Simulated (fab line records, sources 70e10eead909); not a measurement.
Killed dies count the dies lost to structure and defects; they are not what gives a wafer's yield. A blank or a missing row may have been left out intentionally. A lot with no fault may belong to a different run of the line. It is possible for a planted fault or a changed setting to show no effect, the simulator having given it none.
A struck lot beside a sound one | flow nandHarc | 15 out of 1159 route steps
Sound: wafers L528.3, L528.4, L528.5. Wafers struck: L545.1, L545.2, L545.5. At the end, the cause is stated.
At each step with rows: each side's tool, then ch and its chambers, then its first start. Under that, the readings that differ: sound wafers | struck wafers | difference of the means | sigmas: that difference in standard deviations of wafers without a fault.
alike: same words and numbers on both sides, and readings whose means sit less than 2 such deviations apart. not compared: any withheld reading, any reading some wafer has no value for, any bound like >300 that may hide the same value, and any number with overlapping values for which the record gives no deviation.
Wherever a step has rows on one side only, a row that says differs or no value, or a row with sigmas, the two part there. Non-overlapping numbers with no deviation appear without sigmas and do not part them. Lack of a reading on every wafer of one side parts them only where that side has two or more wafers.

NHARC_THIN_TSV_DEP_43: deposits SiO2, target thk 1328.5 nm.
  sound on pecvd-02 ch 0,1, day 18 21:41; struck on pecvd-02 ch 0,2, day 23 18:24
  alike: showerheadVppV, throttleValvePct
then, 8 steps without rows for these wafers: NHARC_THIN_TSV_DEHYDRATE_04 (time 120 s); NHARC_THIN_TSV_HMDS_05 (time 30 s); NHARC_THIN_TSV_COAT_06; NHARC_THIN_TSV_SOFTBAKE_07 (time 95 s); NHARC_THIN_TSV_EBR_08; NHARC_THIN_TSV_EXPOSE_09 (exposes mask TSV); NHARC_THIN_TSV_PEB_10 (peb time 85 s); NHARC_THIN_TSV_DEVELOP_11 (time 70 s).
NHARC_THIN_TSV_CD_MEAS_12: the cd target is 1000 nm.
  sound on cdSem-01 ch 0, day 18 22:28; struck on cdSem-03 ch 0, day 23 19:23
  alike: cdNm
then, 1 step without rows for these wafers: NHARC_THIN_TSV_HARDBAKE_13 (time 80 s).
NHARC_THIN_TSV_DESCUM_14: chemistry O2, time 3 s.
  sound on rieDiel-10 ch 1,2, day 18 22:38; struck on rieDiel-03 ch 0,1,2, day 23 19:33
  alike: drypumpMotorCurrentA, oesProductAu, rfVppV, showerheadPlenumPTorr, throttleValvePct
  not compared: rfHoursCounterH
NHARC_THIN_TSV_ETCH_44: etches the open film in CF4/O2, target depth 1594.2 nm, time 797.1 s.
  sound on rieDiel-10 ch 0,1, day 18 22:53; struck on rieDiel-03 ch 0,2,3, day 23 19:44
  no value came back on the struck wafers for any of 8 readings (biasW (W), cf4FlowSccm (sccm) and others); on the sound wafers biasW (W) reads 797.0 796.1 798.4
  not compared: rfHoursCounterH
NHARC_THIN_TSV_ETCH_15: target depth 3000 nm, bosch target overetch cycles 2, bosch etch step 2.8 s.
  sound on rieSi-04 ch 0,1,3, day 18 23:25; struck on rieSi-04 ch 0,2, day 23 20:12
  alike: drypumpMotorCurrentA
  not compared: rfHoursCounterH
NHARC_END_SORT_01:
  the record has rows for the struck wafers here (prober-01 ch 0, day 24 08:53) and none for the sound ones

## WHERE THEY PART
First at NHARC_THIN_TSV_ETCH_44; last, within this record, at NHARC_END_SORT_01.

WHY: what had been put in by the simulator
Whole step skipped at NHARC_THIN_TSV_ETCH_44 on rieDiel-03, starting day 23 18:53. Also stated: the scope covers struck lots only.
